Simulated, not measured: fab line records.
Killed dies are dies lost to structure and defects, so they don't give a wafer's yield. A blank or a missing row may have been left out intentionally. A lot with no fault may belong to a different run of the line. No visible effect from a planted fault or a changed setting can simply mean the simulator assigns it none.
Split-lot study / flow n5Finfet / on a route of 1938 steps: 7 lots, 21 wafers read

== THE SPLIT ITSELF ==
At N5_MOL_CONTACT_COAG_CVD_140 (deposits W, target thk 66.5 nm, time 215 s), the setting targetThkA was moved away from the recipe's 665 angstrom on 8 of the 21 wafers read, by -7.6% to +9.3%. This setting was run at the recipe's value on the other wafers.

The reading is taken at the split's own step.

== THE READING ==
W_of_MOL_CONTACT_COAG_CVD_140.thkNm (the simulator's own value, which no gauge read), in nm, at N5_MOL_CONTACT_COAG_CVD_140 (deposits W, target thk 66.5 nm, time 215 s). The file gives no usual value for it. Across the 13 wafers here that went through the recipe, the average is 66.7 nm and the standard deviation 0.42 nm.

wafer=L074.1; tool, chamber at the split=cvdW-01, 0; targetThkA as run, angstrom=665; against the recipe=recipe; W_of_MOL_CONTACT_COAG_CVD_140.thkNm, nm=67; against lot-mates on the recipe=-
wafer=L074.3; tool, chamber at the split=cvdW-01, 0,1; targetThkA as run, angstrom=665; against the recipe=recipe; W_of_MOL_CONTACT_COAG_CVD_140.thkNm, nm=67.2; against lot-mates on the recipe=-
wafer=L074.5; tool, chamber at the split=cvdW-01, 0,1; targetThkA as run, angstrom=665; against the recipe=recipe; W_of_MOL_CONTACT_COAG_CVD_140.thkNm, nm=67.2; against lot-mates on the recipe=-
wafer=L078.2; tool, chamber at the split=cvdW-01, 0,1; targetThkA as run, angstrom=665; against the recipe=recipe; W_of_MOL_CONTACT_COAG_CVD_140.thkNm, nm=66.8; against lot-mates on the recipe=-
wafer=L078.3; tool, chamber at the split=cvdW-01, 0,1; targetThkA as run, angstrom=665; against the recipe=recipe; W_of_MOL_CONTACT_COAG_CVD_140.thkNm, nm=66.8; against lot-mates on the recipe=-
wafer=L078.6; tool, chamber at the split=cvdW-01, 1; targetThkA as run, angstrom=665; against the recipe=recipe; W_of_MOL_CONTACT_COAG_CVD_140.thkNm, nm=65.8; against lot-mates on the recipe=-
wafer=L086.2; tool, chamber at the split=cvdW-01, 0; targetThkA as run, angstrom=665; against the recipe=recipe; W_of_MOL_CONTACT_COAG_CVD_140.thkNm, nm=66.8; against lot-mates on the recipe=-
wafer=L086.4; tool, chamber at the split=cvdW-01, 0; targetThkA as run, angstrom=694.1; against the recipe=+4.4%; W_of_MOL_CONTACT_COAG_CVD_140.thkNm, nm=69; against lot-mates on the recipe=+2.2
wafer=L086.6; tool, chamber at the split=cvdW-01, 0; targetThkA as run, angstrom=694.1; against the recipe=+4.4%; W_of_MOL_CONTACT_COAG_CVD_140.thkNm, nm=69; against lot-mates on the recipe=+2.2
wafer=L088.3; tool, chamber at the split=cvdW-02, 1; targetThkA as run, angstrom=665; against the recipe=recipe; W_of_MOL_CONTACT_COAG_CVD_140.thkNm, nm=67; against lot-mates on the recipe=-
wafer=L088.5; tool, chamber at the split=cvdW-02, 1; targetThkA as run, angstrom=665; against the recipe=recipe; W_of_MOL_CONTACT_COAG_CVD_140.thkNm, nm=67.2; against lot-mates on the recipe=-
wafer=L088.6; tool, chamber at the split=cvdW-02, 0; targetThkA as run, angstrom=665; against the recipe=recipe; W_of_MOL_CONTACT_COAG_CVD_140.thkNm, nm=66.6; against lot-mates on the recipe=-
wafer=L090.2; tool, chamber at the split=cvdW-01, 1; targetThkA as run, angstrom=665; against the recipe=recipe; W_of_MOL_CONTACT_COAG_CVD_140.thkNm, nm=66.2; against lot-mates on the recipe=-
wafer=L090.4; tool, chamber at the split=cvdW-01, 0; targetThkA as run, angstrom=699.8; against the recipe=+5.2%; W_of_MOL_CONTACT_COAG_CVD_140.thkNm, nm=70.4; against lot-mates on the recipe=+4.2
wafer=L090.6; tool, chamber at the split=cvdW-01, 0; targetThkA as run, angstrom=699.8; against the recipe=+5.2%; W_of_MOL_CONTACT_COAG_CVD_140.thkNm, nm=70; against lot-mates on the recipe=+3.8
wafer=L091.2; tool, chamber at the split=cvdW-01, 0,1; targetThkA as run, angstrom=614.3; against the recipe=-7.6%; W_of_MOL_CONTACT_COAG_CVD_140.thkNm, nm=61.8; against lot-mates on the recipe=no lot-mate on the recipe
wafer=L091.6; tool, chamber at the split=cvdW-01, 0,1; targetThkA as run, angstrom=614.3; against the recipe=-7.6%; W_of_MOL_CONTACT_COAG_CVD_140.thkNm, nm=61.8; against lot-mates on the recipe=no lot-mate on the recipe
wafer=L091.4; tool, chamber at the split=cvdW-01, 1; targetThkA as run, angstrom=614.3; against the recipe=-7.6%; W_of_MOL_CONTACT_COAG_CVD_140.thkNm, nm=62; against lot-mates on the recipe=no lot-mate on the recipe
wafer=L095.1; tool, chamber at the split=cvdW-02, 0; targetThkA as run, angstrom=665; against the recipe=recipe; W_of_MOL_CONTACT_COAG_CVD_140.thkNm, nm=66.6; against lot-mates on the recipe=-
wafer=L095.3; tool, chamber at the split=cvdW-02, 1; targetThkA as run, angstrom=726.9; against the recipe=+9.3%; W_of_MOL_CONTACT_COAG_CVD_140.thkNm, nm=73.8; against lot-mates on the recipe=+7.4
wafer=L095.5; tool, chamber at the split=cvdW-02, 0; targetThkA as run, angstrom=665; against the recipe=recipe; W_of_MOL_CONTACT_COAG_CVD_140.thkNm, nm=66.2; against lot-mates on the recipe=-
The file does not say which wafer passed through which chamber wherever a row lists several chambers: such a row stands for several wafers.

THE FIT
A straight line over all 21 wafers: W_of_MOL_CONTACT_COAG_CVD_140.thkNm changes by +0.659 nm for each +1% of targetThkA; r = +0.99; the points scatter about the line by 0.46 nm.
The same after taking each lot's own level away (the mean of its wafers on the recipe; 18 wafers): +0.733 nm for each +1%; r = +0.98; scatter 0.46 nm.
The reading moves by 6.8 nm for the largest change in targetThkA, on that fit.
The span of the lots' own levels, 66.20 to 67.13 nm, comes to 2.2 times the standard deviation stated above.
In other words, the slope is changed by the lot-to-lot level; the two fits disagree.
Check: with one of the wafers moved furthest among these (+9.3%) left out of the fit, the line predicts +6.13 nm for it against its lot-mates. Against them it came out at +7.4 nm.

== OTHER SPLITS ON THESE WAFERS ==
These wafers also went through other splits before the reading. Each is held against what the fit with the lots' levels taken away leaves over:
other split on the same wafers=N5_SD_EPI_P_EPI_21 epiGrowthTimeS; wafers away from the commonest value=6; r with W_of_MOL_CONTACT_COAG_CVD_140.thkNm (lot level and that fit taken away)=+0.06
other split on the same wafers=N5_GATE_CUT_ETCH_56 icpW; wafers away from the commonest value=8; r with W_of_MOL_CONTACT_COAG_CVD_140.thkNm (lot level and that fit taken away)=+0.33
other split on the same wafers=N5_GATE_CUT_ALD_22 aldCycles; wafers away from the commonest value=5; r with W_of_MOL_CONTACT_COAG_CVD_140.thkNm (lot level and that fit taken away)=-0.12

== FILE'S OWN FIT ==
W_of_MOL_CONTACT_COAG_CVD_140.thkNm changes by +0.747 nm for each +1% of targetThkA, r = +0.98.
